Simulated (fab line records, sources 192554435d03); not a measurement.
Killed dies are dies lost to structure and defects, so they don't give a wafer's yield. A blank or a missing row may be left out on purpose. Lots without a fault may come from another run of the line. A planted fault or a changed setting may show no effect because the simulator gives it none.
fab line records | flow n5_finfet
record lots=9 wafers=27 last_day=19
route steps=1938 shown SD_EPI_P@308 ILD0@341 BEOL_M4@1111 PASSIVATION@1936
lots that met no fault: from a run of the same line without faults
start_h: hours from the record's first day to the start of the lot's first wafer shown | wait_h: hours since the lot's step before | " the same as in the row above | L1.1+2: a row that stands for several wafers | - no value, or no start given | * or withheld: withheld | < > ~ a bound
route shown NAME@n: a module of which the file shows steps, and the number in the route of the first | usual: mean/standard deviation of fault-free wafers | same: alike in all rows | chamber/n: place in a boat | sites: the reading at each site | _std_site: their standard deviation | _edge_site: outer sites' mean less inner sites' | radius_mm: how far each site lies from the wafer's centre | mask NAME#n: copy n | behind: the tool/chamber that last shaped the wafer | hold: why the lot was held/for how many hours/how that ended | device: the transistor (n, p or np) that didn't switch | end of line: the same wafers' tests at the end of the route | a step without rows: its recipe alone | killed: dies lost to structure and defects at the first sort, not the wafer's yield | map: a wafer's dies, x killed, . not, _ none there
set.NAME: the setting as run; set.NAME@STEP: as run at that earlier step | model.NAME: the simulator's own value behind a step, which no gauge read
steps of the route over a sample of lots; a table a step, a row a wafer
services: from which hour (start_h, from the record's first day; less than 0 if before it) a tool's chamber was out of use, for how many hours, and why
## steps
# step N5_SD_EPI_P_ETCH_37
# recipe chemistry=N2/H2 target=SOC overetch_a=1080 mask_material=SiARC temp_c=40 ion_energy_ev=100 source_w=3000 bias_w=133 pressure_mtorr=20 time_s=486 n2_flow_sccm=200 h2_flow_sccm=200 ends=end_point
# usual drypump_motor_current_A=5.6/0.32 h2_flow_sccm=200.0/0.61 oes_product_au=0.67/0.06 rf_vpp_V=240.4/1.4 showerhead_plenum_p_Torr=2.52/0.082 throttle_valve_pct=23.89/0.25
# columns lot.wafer tool chamber start_h wait_h drypump_motor_current_A h2_flow_sccm oes_product_au rf_hours_counter_h rf_vpp_V showerhead_plenum_p_Torr throttle_valve_pct
L612.4 rie_diel-02 3 81.00 0.0 5.7 199.1 0.67 183 240.4 2.52 24.17
L612.5 " 0 " " 5.5 199.6 0.64 - 241.1 2.60 23.92
L612.6 " 3 " " 5.7 199.8 0.66 - 239.7 2.52 24.16
L615.2 rie_diel-02 1 89.53 0.0 6.1 199.9 0.67 151 238.8 2.44 23.57
L615.4 " 0 " " 5.4 200.1 0.65 221 241.6 2.60 23.91
L615.5 " 0 " " 5.4 200.5 0.65 - 241.5 2.60 23.90
L618.2 rie_diel-04 1 105.62 0.0 6.2 200.4 0.63 212 238.9 2.41 24.24
L618.3 " 3 " " 5.6 199.2 0.62 221 239.4 2.51 24.05
L618.6 " 2 " " 5.2 199.7 0.68 - 243.2 2.67 24.11
L619.1 rie_diel-04 2 113.03 0.0 5.3 199.7 0.67 149 240.8 2.67 24.13
L619.3 " 3 " " 5.7 200.4 0.61 223 239.8 2.51 24.07
L619.4 " 1 " " 6.3 200.5 0.64 214 239.0 2.41 24.23
L620.1 rie_diel-02 0 121.82 0.0 5.4 200.5 0.64 232 241.4 2.60 23.92
L620.4 " 1 " " 6.0 199.8 0.66 162 240.9 2.44 23.61
L620.6 " 0 " " 5.4 200.0 0.64 - 243.0 2.60 23.92
L623.2 rie_diel-06 3 142.02 0.0 5.4 200.6 0.66 162 242.0 2.43 24.02
L623.3 " 0 " " 4.9 199.5 0.80 16 239.0 2.49 23.56
L623.6 " 2 " " 5.3 199.2 0.64 - 242.5 2.64 23.93
L624.2 rie_diel-04 3 150.41 0.0 5.7 200.8 0.60 226 240.1 2.51 24.06
L624.3 " 0 " " 5.8 199.6 0.87 5 239.0 2.50 23.62
L624.5 " 2 " " 5.2 200.8 0.68 - 241.9 2.66 24.12
L626.2 rie_diel-02 0 155.75 0.0 5.4 200.6 0.63 246 242.7 2.59 23.95
L626.5 " 3 " " 5.7 199.6 0.64 - 240.7 2.51 24.19
L626.6 " 2 " " 5.5 200.5 0.65 - 239.4 2.51 23.62
L629.1 rie_diel-04 0 175.81 0.0 5.8 200.5 0.84 14 241.1 2.50 23.62
L629.3 " 2 " " 5.3 200.4 0.66 161 241.0 2.66 24.13
L629.4 " 1 " " 6.3 199.1 0.63 - 238.7 2.41 24.24
# step N5_SD_EPI_P_SD_RECESS_17
# recipe chemistry=HBr/Cl2/O2 target_depth_a=391 bt_time_s=3 pressure_mtorr=10 icp_w=800 bias_w=112 HBr_flow_sccm=150 Cl2_flow_sccm=80 O2_flow_sccm=12
# usual O2_flow_sccm=12.01/0.04 drypump_motor_current_A=5.7/0.38 oes_product_au=1.003/0.018 throttle_valve_pct=37.1/0.38
# columns lot.wafer tool chamber start_h wait_h O2_flow_sccm drypump_motor_current_A oes_product_au rf_hours_counter_h throttle_valve_pct
L612.4 rie_si-06 2 81.59 0.0 12.03 5.1 1.005 55 37.2
L612.5 " 0 " " 12.00 6.1 0.978 - 37.7
L612.6 " 3 " " 12.06 5.7 0.977 - 37.3
L615.2 rie_si-04 0 90.12 0.0 12.03 5.4 1.010 138 37.2
L615.4 " 0 " " 11.98 5.4 1.012 - 37.2
L615.5 " 0 " " 12.03 5.4 1.016 - 37.2
L618.2 rie_si-04 2 106.22 0.0 12.03 5.5 1.011 58 36.7
L618.3 " 0 " " 11.99 5.4 1.006 139 37.2
L618.6 " 0 " " 12.06 5.4 1.011 - 37.2
L619.1 rie_si-06 3 113.63 0.0 11.95 5.7 0.989 15 37.3
L619.3 " 0 " " 12.01 6.1 0.971 49 37.7
L619.4 " 3 " " 11.94 5.7 0.977 - 37.3
L620.1 rie_si-06 2 122.41 0.0 12.03 5.1 1.022 56 37.2
L620.4 " 0 " " 11.99 6.0 0.986 - 37.7
L620.6 " 2 " " 12.02 5.1 1.017 - 37.2
L623.2 rie_si-04 2 142.62 0.0 12.07 5.5 1.004 59 36.7
L623.3 " 0 " " 11.98 5.4 1.010 139 37.2
L623.6 " 2 " " 12.04 5.6 1.009 - 36.7
L624.2 rie_si-06 1 151.01 0.0 11.98 5.6 1.025 1 37.2
L624.3 " 3 " " 12.05 5.7 0.978 16 37.3
L624.5 " 1 " " 11.97 5.6 1.026 - 37.3
L626.2 rie_si-06 3 156.34 0.0 12.01 5.7 0.980 16 37.4
L626.5 " 1 " " 11.99 5.6 1.020 - 37.3
L626.6 " 2 " " 11.95 5.1 1.019 - 37.2
L629.1 rie_si-06 3 176.40 0.0 12.03 5.7 0.974 16 37.3
L629.3 " 2 " " 11.97 5.1 1.015 57 37.2
L629.4 " 0 " " 11.99 6.1 0.968 50 37.7
# step N5_ILD0_THK_MEAS_08
# usual thk_nm=139.1/1.1
# columns lot.wafer tool chamber start_h wait_h thk_nm
L612.4 film_metro-02 - 88.49 - 137.7
L612.5 " - " " 138.8
L612.6 " - " " 139.7
L615.2 film_metro-01 - 98.78 - 140.2
L615.4 " - " " 138.3
L615.5 " - " " 141.0
L618.2 film_metro-01 - 113.80 - 138.2
L618.3 " - " " 139.1
L618.6 " - " " 141.1
L619.1 film_metro-01 - 120.46 - 138.2
L619.3 " - " " 139.1
L619.4 " - " " 139.5
L620.1 film_metro-02 - 130.26 - 136.8
L620.4 " - " " 138.5
L620.6 " - " " 137.7
L623.2 film_metro-01 - 150.45 - 140.1
L623.3 " - " " 138.2
L623.6 " - " " 139.7
L624.2 film_metro-01 - 158.70 - 139.9
L624.3 " - " " 139.6
L624.5 " - " " 139.6
L626.2 film_metro-02 - 163.73 - 137.5
L626.5 " - " " 138.3
L626.6 " - " " 140.5
L629.1 film_metro-01 - 184.25 - 139.8
L629.3 " - " " 138.7
L629.4 " - " " 138.5
# step N5_ILD0_CMP_12
# recipe stop_on=poly-Si material=SiNx t_overpolish_s=6 post_cmp_clean=alkaline_brush down_force_psi=2.5 platen_rpm=51.8 pad_velocity_m_s=1.0307 target_thk_nm=17.67
# usual edge_zone_pressure_frac=1.000/0.0048 head_pressure_psi=2.500/0.0056 motor_current_A=9.2/0.58 overpolish_run_s=5.999/0.0087 time_to_endpoint_s=28.9/2.5
# columns lot.wafer tool chamber start_h wait_h edge_zone_pressure_frac head_pressure_psi motor_current_A overpolish_run_s time_to_endpoint_s
L612.4 cmp-04 1 91.51 1.2 0.997 2.497 9.5 5.996 31.7
L612.5 " 2 " " 1.008 2.503 8.1 5.981 30.9
L612.6 " 3 " " 0.996 2.496 9.8 6.003 27.1
L615.2 cmp-02 2 101.78 1.1 0.997 2.495 9.9 5.997 31.1
L615.4 " 3 " " 0.998 2.499 9.9 6.006 30.3
L615.5 " 2 " " 1.004 2.502 10.1 5.995 33.8
L618.2 cmp-02 0 116.72 1.1 - - - - -
L618.3 " 1 " " - - - - -
L618.6 " 1 " " - - - - -
L619.4 cmp-02 0 123.38 1.1 - - - - -
L619.1 " 1 " " - - - - -
L619.3 " 2 " " - - - - -
L620.1 cmp-04 0 133.22 1.2 - - - - -
L620.4 " 2 " " - - - - -
L620.6 " 0 " " - - - - -
L623.2 cmp-02 1 153.39 1.1 1.004 2.492 8.9 5.996 27.6
L623.3 " 0 " " 1.000 2.500 9.0 5.993 29.5
L623.6 " 1 " " 1.000 2.498 8.2 5.992 26.6
L624.3 cmp-02 2 161.62 1.1 1.002 2.505 10.2 6.001 31.3
L624.2 " 0 " " 0.992 2.494 8.7 5.995 27.0
L624.5 " 2 " " 0.998 2.498 9.9 5.998 30.5
L626.2 cmp-04 2 166.77 1.2 0.993 2.494 8.1 6.000 33.7
L626.5 " 3 " " 1.004 2.504 9.2 5.986 27.8
L626.6 " 0 " " 0.994 2.510 8.2 6.003 28.0
L629.4 cmp-02 0 187.33 1.1 1.003 2.501 8.9 6.001 29.6
L629.1 " 1 " " 0.995 2.500 8.7 5.991 29.1
L629.3 " 3 " " 1.004 2.501 9.6 5.995 29.9
# step N5_ILD0_THK_MEAS_13
# usual thk_nm=17.9/1.2
# columns lot.wafer tool chamber start_h wait_h thk_nm
L612.4 film_metro-01 - 91.70 - 17.3
L612.5 " - " " 17.6
L612.6 " - " " 17.6
L615.2 film_metro-01 - 102.08 - 20.2
L615.4 " - " " 18.8
L615.5 " - " " 19.7
L618.2 film_metro-02 - 117.02 0.3 24.0
L618.3 " - " " 24.0
L618.6 " - " " 24.0
L619.1 film_metro-02 - 123.67 0.2 24.0
L619.3 " - " " 24.0
L619.4 " - " " 24.0
L620.1 film_metro-02 - 133.48 0.2 24.0
L620.4 " - " " 24.2
L620.6 " - " " 24.1
L623.2 film_metro-01 - 153.68 - 15.8
L623.3 " - " " 17.0
L623.6 " - " " 14.3
L624.2 film_metro-02 - 161.91 - 18.3
L624.3 " - " " 20.3
L624.5 " - " " 17.6
L626.2 film_metro-02 - 166.95 - 18.9
L626.5 " - " " 17.6
L626.6 " - " " 16.4
L629.1 film_metro-02 - 187.62 - 16.6
L629.3 " - " " 16.0
L629.4 " - " " 17.7
# step N5_BEOL_M4_RC_MEAS_101
# usual DIBL_N=36.0/1.7 DIBL_P=36.2/1.9 IOFF_N=0.154/0.028 IOFF_P=0.21/0.036 ION_N=675/11 ION_P=463/8.3 SS_N=71.4/0.63 SS_P=73.2/0.55 VT_N=250.2/3 VT_P=-251/3.7
# columns lot.wafer tool chamber start_h wait_h DIBL_N[mV/V] DIBL_P[mV/V] IOFF_N[nA/um] IOFF_P[nA/um] ION_N[uA/um] ION_P[uA/um] SS_N[mV/dec] SS_P[mV/dec] VT_N[mV] VT_P[mV]
L612.4 prober-02 0 244.44 0.5 32.7 32.2 0.103 0.16 668 463 70.7 72.2 255.7 -256
L612.5 " 0 " " 35.9 34.8 0.140 0.19 672 457 70.7 73.0 251.5 -255
L612.6 " 0 " " 36.7 36.0 0.152 0.20 678 458 70.6 73.6 250.0 -251
L615.2 prober-02 0 264.84 0.2 34.7 35.6 0.134 0.18 666 460 71.4 72.7 252.2 -252
L615.4 " 0 " " 35.7 36.4 0.155 0.20 679 461 71.4 72.8 248.9 -251
L615.5 " 0 " " 35.7 36.5 0.146 0.19 674 465 71.2 72.5 249.6 -251
L624.2 prober-02 0 310.04 0.2 35.8 34.7 0.133 0.21 668 463 70.8 73.0 252.7 -247
L624.3 " 0 " " 36.9 37.0 0.160 0.25 669 465 71.2 73.9 245.8 -246
L624.5 " 0 " " 35.5 34.6 0.142 0.22 665 466 70.7 72.5 247.8 -248
L626.2 prober-01 0 330.34 0.2 34.8 35.1 0.140 0.18 665 452 71.5 73.5 250.6 -255
L626.5 " 0 " " 32.6 32.5 0.105 0.15 658 454 70.6 73.3 256.1 -255
L626.6 " 0 " " 35.5 35.8 0.151 0.20 662 457 70.9 73.1 249.8 -253
L623.2 prober-01 0 334.07 0.2 34.4 35.3 0.136 0.18 673 459 71.2 72.1 250.9 -252
L623.3 " 0 " " 36.4 36.9 0.170 0.21 685 470 71.1 73.6 245.4 -248
L623.6 " 0 " " 36.0 36.5 0.150 0.20 678 466 71.1 72.4 247.7 -248
L629.1 prober-01 0 342.37 0.0 35.8 35.9 0.150 0.18 663 453 71.1 72.5 251.4 -251
L629.3 " 0 " " 36.0 36.7 0.158 0.20 665 462 71.2 72.8 247.5 -249
L629.4 " 0 " " 39.1 38.8 0.214 0.23 697 468 71.9 73.2 244.7 -251
# step N5_PASSIVATION_PROBE_49
# usual defect_limited_yield=90.9/1.4 killed_at_M0_to_M3=38/11 killed_at_M4_up=13/5.9 killed_at_contacts=14/6.4 killed_at_front_end=38/11 killed_at_other=3.3/2.5 killed_dies=107/16 killed_on_rim=14/3.6 killed_open=70/12 killed_short=35/7.7 sort_bin_5_function=5.3/0.94 sort_bin_6_memory=3.5/0.7 sort_n_pass=1073/16 sort_yield_pct=90.9/1.4
# same gross_dies=1180 killed_at_back_side=0 sort_bin_4_leakage[%]=0 sort_bin_8_speed[%]=0
# columns lot.wafer tool chamber start_h wait_h defect_limited_yield[%] killed_at_M0_to_M3 killed_at_M4_up killed_at_contacts killed_at_front_end killed_at_other killed_dies killed_on_rim killed_open killed_short sort_bin_5_function[%] sort_bin_6_memory[%] sort_n_pass sort_yield_pct[%]
L618.2 prober-02 - 395.85 0.1 0 40 16 14 1108 2 1180 152 79 31 96.4 3.4 0 0
L618.3 prober-02 - 395.90 0.1 0 30 25 10 1110 5 1180 152 76 19 96.6 3.2 0 0
L618.6 prober-02 - 396.05 0.3 0 38 28 15 1095 4 1180 152 91 31 95.2 4.6 0 0
L619.1 prober-02 - 406.66 0.0 0 37 11 9 1113 10 1180 152 57 48 96.1 3.4 0 0
L619.3 prober-02 - 406.76 0.1 0 39 8 8 1123 2 1180 152 65 31 96.8 3.1 0 0
L619.4 prober-02 - 406.81 0.2 0 41 9 12 1116 2 1180 152 69 39 95.9 3.6 0 0
L620.1 prober-01 - 407.03 0.0 0 41 22 20 1095 2 1180 152 82 40 94.9 5.1 0 0
L620.4 prober-01 - 407.18 0.2 0 55 18 14 1092 1 1180 152 80 37 96.4 3.4 0 0
L620.6 prober-01 - 407.28 0.3 0 45 20 18 1093 4 1180 152 82 36 95.9 3.6 0 0
# killed by level:class
L618.2 ILD0:area_cmp=1070 FIN_SAQP:geometric_particle:open=11 MOL_CONTACT_COAG:geometric_particle:open=11 BEOL_M1:geometric_particle:open=11 BEOL_M4:geometric_particle:open=10 FIN_SAQP:geometric_particle:short=7 DUMMY_GATE:geometric_particle:open=7 BEOL_M0_SAQP:geometric_particle:open=7
L618.3 ILD0:area_cmp=1085 BEOL_M4:geometric_particle:open=15 BEOL_M1:geometric_particle:open=9 FIN_SAQP:geometric_particle:open=8 MOL_CONTACT_COAG:geometric_particle:open=7 BEOL_M3:geometric_particle:open=6 BEOL_M2:geometric_particle:open=5 STI_FIN_REVEAL:geometric_particle:open=4
L618.6 ILD0:area_cmp=1058 BEOL_M4:geometric_particle:open=18 BEOL_M0_SAQP:geometric_particle:open=14 MOL_CONTACT_COAG:geometric_particle:open=11 FIN_SAQP:geometric_particle:open=9 BEOL_M0_SAQP:geometric_particle:short=8 FIN_SAQP:geometric_particle:short=7 DUMMY_GATE:geometric_particle:open=6
L619.1 ILD0:area_cmp=1075 FIN_SAQP:geometric_particle:short=9 FIN_SAQP:geometric_particle:open=7 MOL_CONTACT_COAG:geometric_particle:open=7 MIM_TOP_ETCH:geometric_particle:short=6 DUMMY_GATE:geometric_particle:open=5 GATE_CUT:geometric_particle:short=5 BEOL_M0_SAQP:geometric_particle:open=5
L619.3 ILD0:area_cmp=1083 BEOL_M0_SAQP:geometric_particle:open=9 BEOL_M1:geometric_particle:open=9 FIN_SAQP:geometric_particle:open=8 DUMMY_GATE:geometric_particle:open=7 BEOL_M0_SAQP:geometric_particle:short=7 MOL_CONTACT_COAG:geometric_particle:open=6 BEOL_M3:geometric_particle:open=6
L619.4 ILD0:area_cmp=1070 STI_FIN_REVEAL:geometric_particle:open=16 BEOL_M3:geometric_particle:open=14 MOL_CONTACT_COAG:geometric_particle:open=8 FIN_SAQP:geometric_particle:short=7 FIN_SAQP:geometric_particle:open=5 GATE_CUT:geometric_particle:short=5 BEOL_M0:geometric_particle:open=5
L620.1 ILD0:area_cmp=1058 MOL_CONTACT_COAG:geometric_particle:open=14 DUMMY_GATE:geometric_particle:open=10 BEOL_M3:geometric_particle:open=10 BEOL_M4:geometric_particle:open=10 BEOL_M2:geometric_particle:open=7 MOL_CONTACT_COAG:geometric_particle:short=6 BEOL_M0_SAQP:geometric_particle:short=6
L620.4 ILD0:area_cmp=1063 MOL_CONTACT_COAG:geometric_particle:open=12 BEOL_M0:geometric_particle:open=12 BEOL_M4:geometric_particle:open=12 BEOL_M3:geometric_particle:open=11 BEOL_M0_SAQP:geometric_particle:open=10 GATE_CUT:geometric_particle:short=8 BEOL_M0_SAQP:geometric_particle:short=7
L620.6 ILD0:area_cmp=1062 MOL_CONTACT_COAG:geometric_particle:open=14 FIN_SAQP:geometric_particle:short=12 BEOL_M2:geometric_particle:open=9 BEOL_M3:geometric_particle:open=9 FIN_SAQP:geometric_particle:open=8 BEOL_M0_SAQP:geometric_particle:open=7 BEOL_M0:geometric_particle:open=6
## services
# columns tool chamber start_h hours kind
rie_diel-02 - 70.01 0.2 repair
rie_si-04 - 74.08 0.7 repair
rie_diel-04 0 87.25 - clean
rie_diel-04 0 87.25 - consumable_replace:focus_ring
rie_diel-04 0 87.25 21.7 scheduled_down
rie_diel-04 0 87.25 21.7 vent_cycle
rie_si-04 2 87.27 5.8 repair
rie_si-04 3 89.37 8.2 repair
rie_si-06 1 97.59 - clean
rie_si-06 1 97.59 25.1 scheduled_down
rie_si-06 1 97.59 25.1 vent_cycle
rie_si-06 3 98.29 6.3 repair
rie_diel-06 0 104.78 5.5 repair
rie_diel-04 - 116.06 28.1 pm
cmp-02 - 118.45 4.0 pm
cmp-02 - 122.45 - consumable_replace:conditioner
cmp-02 - 122.45 - consumable_replace:pad
rie_si-06 - 130.95 0.1 repair
cmp-02 - 132.23 5.9 pm
cmp-04 - 134.18 0.7 repair
rie_si-06 - 142.29 0.3 repair
rie_diel-02 1 154.13 5.4 repair
rie_diel-04 3 167.41 8.7 repair
rie_diel-02 - 179.40 1.0 repair
## key
first_sign step=N5_ILD0_CMP_12 reading=tool_record direction=missing
effect step=N5_ILD0_THK_MEAS_13 reading=thk_nm direction=up sigmas=5.3 usual=* struck=*
effect step=N5_PASSIVATION_PROBE_49 reading=killed_at_front_end direction=up sigmas=99+ usual=38 struck=1105
more_kills_born_at N5_ILD0_CMP_12@cmp-02=6440 N5_ILD0_CMP_12@cmp-04=3183
met_at N5_ILD0_CMP_12
struck_lots L618,L619,L620
later_rows_left_out L618.2,L618.3,L618.6,L619.1,L619.3,L619.4,L620.1,L620.4,L620.6
not_acting_at N5_SD_EPI_P_ETCH_37,N5_SD_EPI_P_SD_RECESS_17,N5_ILD0_THK_MEAS_08
onset_between 101.78 116.72
fault kind=skipped_step_whole tool=cmp-02,cmp-04 chamber=- onset_h=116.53 steps=N5_ILD0_CMP_12 scope=struck_lots_only
# later_rows_left_out: the simulator's readings of these wafers behind a module that went badly wrong aren't trusted and aren't shown, but for the sort
